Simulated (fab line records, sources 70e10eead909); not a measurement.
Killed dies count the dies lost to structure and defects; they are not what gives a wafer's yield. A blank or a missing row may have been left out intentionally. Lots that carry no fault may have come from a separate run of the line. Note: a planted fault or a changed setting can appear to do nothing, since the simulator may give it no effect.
Matching of chambers :: flow nand harc :: NHARC_A_ZERO_WELL_ETCH_13 on rie si-06 has 4 sister chambers
The step etches the open film in HBr/Cl2, target depth 120 nm, time 40.1 s. 4 wafers are shown with their chamber, then 8 later ones without.

## WAFERS PAIRED WITH THEIR CHAMBERS
wafer: L609.2
chamber: 3
drypump motor current A (A): 6.2

wafer: L616.1
chamber: 0
drypump motor current A (A): 5.9

wafer: L616.2
chamber: 2
drypump motor current A (A): 5.3

wafer: L619.1
chamber: 1
drypump motor current A (A): 5.4

## WAFERS WITHOUT THEIR CHAMBER
wafer: L619.4
drypump motor current A (A): 6.3

wafer: L619.6
drypump motor current A (A): 5.3

wafer: L621.1
drypump motor current A (A): 5.9

wafer: L621.5
drypump motor current A (A): 5.3

wafer: L621.6
drypump motor current A (A): 5.4

wafer: L624.2
drypump motor current A (A): 5.4

wafer: L624.4
drypump motor current A (A): 5.3

wafer: L624.6
drypump motor current A (A): 5.3

## WHICH CHAMBER EACH WENT THROUGH
wafer: L619.4
from the rows above: 3
in truth: 3

wafer: L619.6
from the rows above: 2
in truth: 2

wafer: L621.1
from the rows above: 0
in truth: 0

wafer: L621.5
from the rows above: 2
in truth: 2

wafer: L621.6
from the rows above: 1
in truth: 1

wafer: L624.2
from the rows above: 1
in truth: 1

wafer: L624.4
from the rows above: 2
in truth: 2

wafer: L624.6
from the rows above: 2
in truth: 2
Correctly placed: 8 of 8. Not placeable from these rows: 0. Wrongly placed: 0.
How it was worked out, from the rows above alone: a wafer's distance from a chamber is the root of the sum, over the readings, of the square of ((its reading less the chamber's mean) divided by the reading's scatter). If the next closest chamber is less than 2 further off than the closest, the wafer can't be placed; otherwise it belongs to the closest. The mean given for a chamber averages the wafers shown for that chamber. The scatter: root of mean squared gap, hidden wafer to nearest shown wafer, with one shown wafer a chamber.
